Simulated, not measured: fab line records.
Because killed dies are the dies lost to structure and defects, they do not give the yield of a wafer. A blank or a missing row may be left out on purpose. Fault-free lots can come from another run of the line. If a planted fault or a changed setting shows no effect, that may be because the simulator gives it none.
A struck lot beside a sound one | flow nand-harc | 14 steps out of a route of 1302
Sound: the wafers L474.2, L474.3, L474.6. The struck wafers were L468.2, L468.4, L468.6. The cause comes at the end.
At each step with rows: each side's tool, then ch and its chambers, then its first start. Under that, the readings that differ: sound wafers | struck wafers | difference of the means | sigmas: that difference in standard deviations of wafers without a fault.
alike: readings with means less than 2 such deviations apart, plus words and numbers identical on both sides. not compared: withheld readings, readings lacking a value on some wafer, bounds such as >300 that could conceal the same value, and numbers that have no deviation in the record and whose values overlap.
Wherever a step has rows on one side only, a row that says differs or no value, or a row with sigmas, the two part there. When numbers do not overlap yet have no deviation, they are printed without sigmas and do not part them. A reading that every wafer of one side lacks parts them only if that side has two wafers or more.

first, 2 steps without rows for these wafers: NHARC_A_STAIRCASE_ETCH_15 (etches the open film in C4F8/O2, target depth 100 nm, time 40.5 s); NHARC_A_STAIRCASE_TRIM_16 (chemistry O2, time 211.2 s).
NHARC_A_STAIRCASE_ETCH_17: etches the open film in C4F8/O2, target depth 100 nm, time 40.5 s.
  sound: rie-diel-08 ch 0,1; struck: rie-diel-04 ch 1,2,3
  alike: oes-product-au, rf-vpp-V
  not compared: rf-hours-counter-h
NHARC_A_STAIRCASE_TRIM_18: chemistry O2, time 211.2 s.
  sound: rie-diel-08 ch 0,2,3; struck: rie-diel-04 ch 0,1,2
  alike: drypump-motor-current-A, oes-product-au, rf-vpp-V, showerhead-plenum-p-Torr, throttle-valve-pct
  not compared: rf-hours-counter-h
then, 1 step without rows for these wafers: NHARC_A_STAIRCASE_ETCH_19 (etches the open film in C4F8/O2, target depth 100 nm, time 40.5 s).
NHARC_A_STAIRCASE_TRIM_20: chemistry O2, time 211.2 s.
  sound on rie-diel-13 ch 0,2,3, day 22 12:48; struck on rie-diel-04 ch 1,2,3, day 20 11:01
  alike: drypump-motor-current-A, oes-product-au, rf-vpp-V, showerhead-plenum-p-Torr, throttle-valve-pct
  not compared: rf-hours-counter-h
NHARC_A_STAIRCASE_ETCH_21: etches the open film in C4F8/O2, target depth 100 nm, time 40.5 s.
  sound: rie-diel-13 ch 0,1,3; struck: rie-diel-04 ch 0,3
  alike: oes-product-au, rf-vpp-V
  not compared: rf-hours-counter-h
then, 2 steps without rows for these wafers: NHARC_A_STAIRCASE_TRIM_22 (chemistry O2, time 211.2 s); NHARC_A_STAIRCASE_ETCH_23 (etches the open film in C4F8/O2, target depth 100 nm, time 40.5 s).
NHARC_A_STAIRCASE_TRIM_24: chemistry O2, time 211.2 s.
  sound: rie-diel-13 ch 0,1,3; struck: rie-diel-04 ch 1,2
  alike: drypump-motor-current-A, oes-product-au, rf-vpp-V, showerhead-plenum-p-Torr, throttle-valve-pct
  not compared: rf-hours-counter-h
then, 1 step without rows for these wafers: NHARC_A_STAIRCASE_ETCH_25 (etches the open film in C4F8/O2, target depth 100 nm, time 40.5 s).
NHARC_A_STAIRCASE_TRIM_26: chemistry O2, time 211.2 s.
  sound on rie-diel-13 ch 1,2,3, day 22 13:30; struck on rie-diel-04 ch 0,1,2, day 20 11:46
  reading               | sound             | struck            | difference | sigmas
  oes-product-au (a.u.) | 1.005 1.001 1.024 | 0.780 0.805 0.804 | -0.214     | -19
  alike: drypump-motor-current-A, rf-vpp-V, showerhead-plenum-p-Torr, throttle-valve-pct
  not compared: rf-hours-counter-h
then, 1 step without rows for these wafers: NHARC_A_STAIRCASE_ETCH_27 (etches the open film in C4F8/O2, target depth 100 nm, time 40.5 s).
-- the record jumps here: 9 days lie between the struck wafers' starts before and after (it left off in module A_STAIRCASE and takes up again in module END, whose first step shown is number 1302 of the route) --
NHARC_END_SORT_01:
  here the record holds rows for the struck wafers (prober-02 ch 0, day 29 13:30) but none for the sound ones

== WHERE THEY PART ==
At NHARC_A_STAIRCASE_TRIM_26 first; at NHARC_END_SORT_01 last (within this record only).

WHY: whatever the simulator had introduced
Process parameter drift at NHARC_A_STAIRCASE_TRIM_26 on rie-diel-04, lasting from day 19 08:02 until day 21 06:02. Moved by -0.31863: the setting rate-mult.
